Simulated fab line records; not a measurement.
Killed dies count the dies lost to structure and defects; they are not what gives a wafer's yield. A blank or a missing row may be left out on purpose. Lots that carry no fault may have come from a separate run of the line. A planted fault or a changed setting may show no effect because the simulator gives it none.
Chamber matching | flow n5-finfet | cmp-01 running N5_MOL_CONTACT_COAG_CMP_23: 4 sister chambers
The step polishes, stops on SiO2, t overpolish 1.5 s, target thk 0 nm. 4 wafers are shown with their chamber, then 7 later ones without.

## WAFERS PAIRED WITH THEIR CHAMBERS
wafer  | chamber | motor-current-A (A)
L077.1 | 2       | 7.6
L080.4 | 0       | 8.2
L081.3 | 3       | 8.0
L088.1 | 1       | 8.0

## WAFERS WITH NO CHAMBER GIVEN
wafer  | motor-current-A (A)
L088.3 | 8.3
L088.4 | 7.7
L090.2 | 7.6
L090.3 | 8.1
L091.2 | 7.4
L091.3 | 8.0
L094.1 | 8.1

## WHICH CHAMBER EACH ONE RAN IN
wafer  | from the rows above          | in truth
L088.3 | can't be placed: 0 or 1 or 3 | 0
L088.4 | can't be placed: 2 or 1 or 3 | 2
L090.2 | 2                            | 2
L090.3 | can't be placed: 0 or 1 or 3 | 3
L091.2 | 2                            | 2
L091.3 | can't be placed: 1 or 3 or 0 | 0
L094.1 | can't be placed: 0 or 1 or 3 | 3
Placed correctly: 2 of 7. These rows do not allow placing 5 (true chamber among the candidates in 5). Placed wrongly: 0.
How it was worked out, from the rows above alone: a wafer's distance from a chamber is the root of the sum, over the readings, of the square of ((its reading less the chamber's mean) divided by the reading's scatter). If the next closest chamber is less than 2 further off than the closest, the wafer can't be placed; otherwise it belongs to the closest. The mean given for a chamber averages the wafers shown for that chamber. The scatter: with one shown wafer a chamber, the root of the mean of the squares of how far each hidden wafer lies from its nearest shown one.
